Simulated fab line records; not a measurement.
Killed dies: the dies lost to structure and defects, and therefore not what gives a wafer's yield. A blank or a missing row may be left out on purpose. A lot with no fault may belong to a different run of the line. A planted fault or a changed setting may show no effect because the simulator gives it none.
Chamber matching -- flow n5_finfet -- ald_sin-03 running N5_BEOL_M4_ALD_98: 4 sister chambers
The step deposits SiO2, target thk 2.5 nm, pulse time 1 s, co reactant pulse time 1 s. 4 wafers are shown with their chamber, then 8 later ones without.

WAFERS WITH THEIR CHAMBER
wafer,chamber,heater_power_w (W)
L083.6,0,75
L087.4,3,80
L087.6,1,76
L082.4,2,81

WAFERS MISSING THEIR CHAMBER
wafer,heater_power_w (W)
L082.5,82
L082.6,78
L090.1,73
L090.3,77
L090.6,83
L097.1,76
L097.2,83
L097.5,82

EACH ONE'S CHAMBER
wafer,from the rows above,in truth
L082.5,can't be placed: 2 or 3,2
L082.6,can't be placed: 1 or 3 or 0 or 2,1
L090.1,can't be placed: 0 or 1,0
L090.3,can't be placed: 1 or 0 or 3 or 2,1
L090.6,can't be placed: 2 or 3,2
L097.1,can't be placed: 1 or 0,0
L097.2,can't be placed: 2 or 3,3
L097.5,can't be placed: 2 or 3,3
Placed correctly: 0 of 8. Can't be placed from these rows: 8 (the true chamber is among the candidates in 8). Wrongly placed: 0.
How it was worked out, from the rows above alone: a wafer's distance from a chamber is the root of the sum, over the readings, of the square of ((its reading less the chamber's mean) divided by the reading's scatter). The wafer belongs to the nearest chamber; if the next one is less than 2 further off, it can't be placed. The mean given for a chamber averages the wafers shown for that chamber. The scatter: with one shown wafer a chamber, the root of the mean of the squares of how far each hidden wafer lies from its nearest shown one.
